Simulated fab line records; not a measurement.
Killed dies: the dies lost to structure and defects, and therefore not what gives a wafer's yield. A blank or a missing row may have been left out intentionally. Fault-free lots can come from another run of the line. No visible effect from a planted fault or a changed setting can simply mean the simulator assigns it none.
Matching of chambers -- flow nand_harc -- NHARC_A_BONDPAD_STRIP_15 on rie_diel-09: 4 sister chambers
The step strips in O2. 17 wafers are shown with their chamber, then 8 later ones without.

## WAFERS WITH THEIR CHAMBER
wafer,chamber,drypump_motor_current_A (A),oes_product_au (a.u.),throttle_valve_pct (%)
L100.2,0,5.0,0.999,17.033
L100.4,2,6.0,0.990,17.027
L100.6,3,5.6,0.968,17.037
L103.2,0,5.0,1.005,17.035
L103.4,2,6.0,0.985,17.032
L103.5,3,5.6,0.971,17.034
L107.2,3,5.6,0.978,17.036
L107.6,3,5.7,0.976,17.060
L110.2,2,6.0,1.006,17.030
L110.5,0,5.0,1.004,17.027
L113.1,1,6.1,1.018,17.029
L113.5,1,6.1,1.015,17.041
L113.6,0,5.0,0.992,17.045
L120.2,2,6.0,1.012,17.034
L120.5,3,5.6,0.980,17.044
L120.6,2,6.0,1.013,17.030
L119.1,0,5.0,1.011,17.033

SIGNATURES (means of the wafers above)
reading,chamber 0,chamber 1,chamber 2,chamber 3,scatter within a chamber
drypump_motor_current_A,5.000,6.100,6.000,5.620,0.0248
oes_product_au,1.00220,1.01650,1.00120,0.97460,0.00865
throttle_valve_pct,17.03460,17.03500,17.03060,17.04220,0.00746
Rule: a wafer lies at a distance from a chamber equal to the root of the sum of squares, over the readings, of (its reading less the chamber's mean, divided by the reading's scatter). The wafer belongs to the nearest chamber; if the next one is less than 2 further off, it can't be placed. The scatter: take each reading less its chamber's mean, square it, sum over the shown wafers, divide by the number of wafers less the number of chambers, and take the root.

## WAFERS WITH NO CHAMBER GIVEN
wafer,drypump_motor_current_A (A),oes_product_au (a.u.),throttle_valve_pct (%)
L119.2,6.0,1.003,17.039
L119.6,6.0,1.014,17.025
L122.1,5.0,0.989,17.030
L122.4,5.7,0.976,17.029
L122.5,6.1,1.018,17.045
L123.3,5.0,0.995,17.019
L123.4,5.0,0.990,17.031
L123.6,6.1,1.032,17.037

## EACH ONE'S CHAMBER
wafer,from the rows above,in truth
L119.2,2,2
L119.6,2,2
L122.1,0,0
L122.4,3,3
L122.5,1,1
L123.3,0,0
L123.4,0,0
L123.6,1,1
8 of 8 placed correctly. Not placeable from these rows: 0. Wrongly placed: 0.
